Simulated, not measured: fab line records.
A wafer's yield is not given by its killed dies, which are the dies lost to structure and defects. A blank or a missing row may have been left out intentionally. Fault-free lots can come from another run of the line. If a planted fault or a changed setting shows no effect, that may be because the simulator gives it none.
Matching of chambers / flow nand harc / 4 sister chambers for NHARC_A_STAIRCASE_TRIM_187 on rie diel-04
The step chemistry O2, time 211.2 s. 4 wafers are shown with their chamber, then 7 later ones without.

WAFERS WITH THEIR CHAMBER
wafer=L075.2; chamber=3; drypump motor current A (A)=6.7
wafer=L081.6; chamber=2; drypump motor current A (A)=5.4
wafer=L091.2; chamber=1; drypump motor current A (A)=5.0
wafer=L091.4; chamber=0; drypump motor current A (A)=6.0

WAFERS WHOSE CHAMBER IS MISSING
wafer=L091.6; drypump motor current A (A)=5.0
wafer=L093.2; drypump motor current A (A)=6.7
wafer=L093.3; drypump motor current A (A)=5.4
wafer=L093.4; drypump motor current A (A)=5.0
wafer=L095.2; drypump motor current A (A)=5.4
wafer=L095.5; drypump motor current A (A)=5.9
wafer=L095.6; drypump motor current A (A)=5.0

EACH ONE'S CHAMBER
wafer=L091.6; from the rows above=1; in truth=1
wafer=L093.2; from the rows above=3; in truth=3
wafer=L093.3; from the rows above=2; in truth=2
wafer=L093.4; from the rows above=1; in truth=1
wafer=L095.2; from the rows above=2; in truth=2
wafer=L095.5; from the rows above=0; in truth=0
wafer=L095.6; from the rows above=1; in truth=1
Placed correctly: 7 of 7. Number that these rows cannot place: 0. Placed wrongly: 0.
How it was worked out, from the rows above alone: a wafer's distance from a chamber is the root of the sum, over the readings, of the square of ((its reading less the chamber's mean) divided by the reading's scatter). If the next closest chamber is less than 2 further off than the closest, the wafer can't be placed; otherwise it belongs to the closest. Each chamber's mean is taken over the wafers shown for it. The scatter: root of mean squared gap, hidden wafer to nearest shown wafer, with one shown wafer a chamber.
